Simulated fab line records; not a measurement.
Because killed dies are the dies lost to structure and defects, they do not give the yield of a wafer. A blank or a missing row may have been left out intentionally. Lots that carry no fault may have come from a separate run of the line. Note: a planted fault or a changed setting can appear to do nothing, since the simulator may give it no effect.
Which tool was responsible? ; flow nand harc ; 60 wafers sampled from 20 lots at 1 step of a route of 1159

## WHAT EACH GAUGE READ, for each wafer
NHARC_A_CHANNEL_HOLE_D1_CD_MEAS_18.
lot;measured;on;cd nm (nm)
L075;day 8 04:34;cd sem-01;98.9 99.4 98.5
L074;day 8 04:50;cd sem-03;103.1 103.9 100.9
L076;day 8 22:23;cd sem-01;94.5 100.3 95.2
L077;day 8 22:37;cd sem-02;100.4 96.3 100.5
L079;day 9 11:19;cd sem-01;102.1 96.1 101.5
L078;day 9 12:08;cd sem-01;100.6 98.3 100.5
L080;day 9 17:29;cd sem-02;99.1 99.2 102.3
L082;day 10 11:53;cd sem-02;101.0 101.5 98.7
L085;day 11 11:37;cd sem-02;99.8 101.1 101.0
L086;day 11 12:01;cd sem-03;100.6 98.3 100.9
L088;day 11 20:42;cd sem-02;98.1 97.8 99.0
L087;day 11 21:08;cd sem-02;106.5 99.1 105.2
L090;day 12 09:20;cd sem-01;98.2 98.5 94.7
L089;day 12 09:32;cd sem-03;97.5 100.6 102.3
L091;day 12 14:06;cd sem-03;100.3 96.9 98.3
L092;day 12 14:22;cd sem-01;100.0 104.1 100.1
L093;day 12 22:50;cd sem-01;96.6 98.6 97.6
L096;day 13 17:58;cd sem-01;101.2 99.9 99.2
L095;day 13 18:45;cd sem-01;100.7 102.8 102.1
L097;day 14 02:18;cd sem-01;101.5 101.3 99.0

## WHAT TOOL EACH LOT RAN ON (gives the tool, then ch and the chambers of the sampled wafers, and finally the start)
No process step before these readings appears in the record.

## AS READ BY THE TOOLS THEMSELVES (means over the sampled wafers that have a number; for cases with no such wafer, the mark the record gives instead)
The record holds no such reading with a usual standard deviation.

## THE ANSWER, worked out from the rows above alone
Rule: the usual values come from the lots themselves. Put in order of their means at a reading, lots are off if they are a third of the lots or fewer, leave a main group of 4 or more, and stand apart from it by a gap of 3 or more times the standard deviation of the main group's means; of several such gaps the widest counts. A main group whose means are all the same, to the digits that the tables above print for the reading, isn't used. Also off: a lot with no number at a reading for which 4 or more lots have one. The other lots that the step has rows for count as sound. The gauges are gone through in route order, then the tools' own readings, and for those a lot's mean is taken as printed above. At the first step where some lot is off, the reading lying furthest off is the one used; lots without a number count as furthest.
Nothing can be told from this: no lot is off at any reading shown.

## WHAT THE SIMULATOR HAD PUT IN
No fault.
